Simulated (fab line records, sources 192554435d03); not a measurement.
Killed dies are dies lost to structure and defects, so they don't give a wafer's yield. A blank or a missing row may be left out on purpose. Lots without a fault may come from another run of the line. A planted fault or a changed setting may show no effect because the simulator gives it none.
Problem report in the 8D (eight disciplines) form, filled by code | flow n5_finfet | the parts of the form that need people (team, actions taken, sign-off) are left out

1. THE PROBLEM
killed_at_front_end at N5_PASSIVATION_PROBE_49 reads a mean of 119 on 2 wafers of 2 lots; wafers without a fault read 39 with a standard deviation of 12. That is +6.7 standard deviations from the usual mean.
First seen on wafer L225.5, day 16 17:05, on prober-01. The record holds 5 wafers of 3 lots with a number at this step. Rule for "out", or "out of limits": more than 4 standard deviations from the usual mean. The other wafers with a number count as sound.

2. WHAT IT IS AND WHAT IT IS NOT
question                    | is                                       | is not
which readings at this step | killed_at_front_end, sort_bin_5_function | killed_at_M0_to_M3, killed_at_M4_up, killed_at_contacts, killed_at_other, killed_open, killed_short, sort_bin_6_memory
which lots                  | L225, L227                               | L213
which wafers of those lots  | all that have a number                   | -
read on which tools         | prober-01, prober-02                     | -
when                        | from day 16 17:05                        | up to then (3 sound wafers)

3. SUSPECTS, AND WHAT RULES EACH OUT
Counting: a tool at a process step up to the reading stays a suspect if it ran every lot that is out and no sound lot after the first of them.
- plasma_asher-02 at N5_HKMG_FIN_STRIP_88 (strips in N2/H2, time 360 s): kept. It ran every lot that is out, first L225 (day 8 19:29), and no sound lot after that.
Left after counting: plasma_asher-02 at N5_HKMG_FIN_STRIP_88.

4. THE CAUSE (what the simulator had put in)
Chamber particle source: plasma_asher-02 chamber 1, from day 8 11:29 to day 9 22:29, at N5_HKMG_FIN_STRIP_88. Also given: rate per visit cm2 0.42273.
Counting left only this tool.

5. THE CHAIN OF EFFECTS, in route order
Each row: a reading whose mean over the struck wafers that have a number lies more than 3 standard deviations from the usual. Only readings for which the record gives a usual standard deviation are gone through. hours: the time from each lot's start at the first step in this table that gives one to its start at this step, as a median over the lots. sigmas: the change in usual standard deviations.
hours | step                    | reading              | usual  | on struck wafers | change | sigmas
0     | N5_PASSIVATION_PROBE_49 | defect_limited_yield | 91.5 % | 85.2             | -6.2   | -3.9
0     | N5_PASSIVATION_PROBE_49 | killed_at_front_end  | 39     | 119              | +80    | +6.7
0     | N5_PASSIVATION_PROBE_49 | killed_dies          | 101    | 174              | +73    | +3.8
0     | N5_PASSIVATION_PROBE_49 | sort_bin_5_function  | 5.0 %  | 9.6              | +4.6   | +4.6
0     | N5_PASSIVATION_PROBE_49 | sort_n_pass          | 1079   | 1006             | -73    | -3.8
0     | N5_PASSIVATION_PROBE_49 | sort_yield_pct       | 91.5 % | 85.2             | -6.2   | -3.9
The process steps in it:
- N5_PASSIVATION_PROBE_49

6. WHAT WOULD HAVE CAUGHT IT SOONER
In this record the first reading out of limits was taken at day 16 17:05, 198 hours after the fault began at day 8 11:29.
Of the tool readings at N5_HKMG_FIN_STRIP_88 for which the record gives a usual standard deviation, none was out on any struck wafer, so an alarm limit of 4 standard deviations on them would not have fired.
All the lots that are out (2) had begun N5_HKMG_FIN_STRIP_88 on plasma_asher-02 by day 16 17:05. A hold on the tool at that time would have spared none of them.
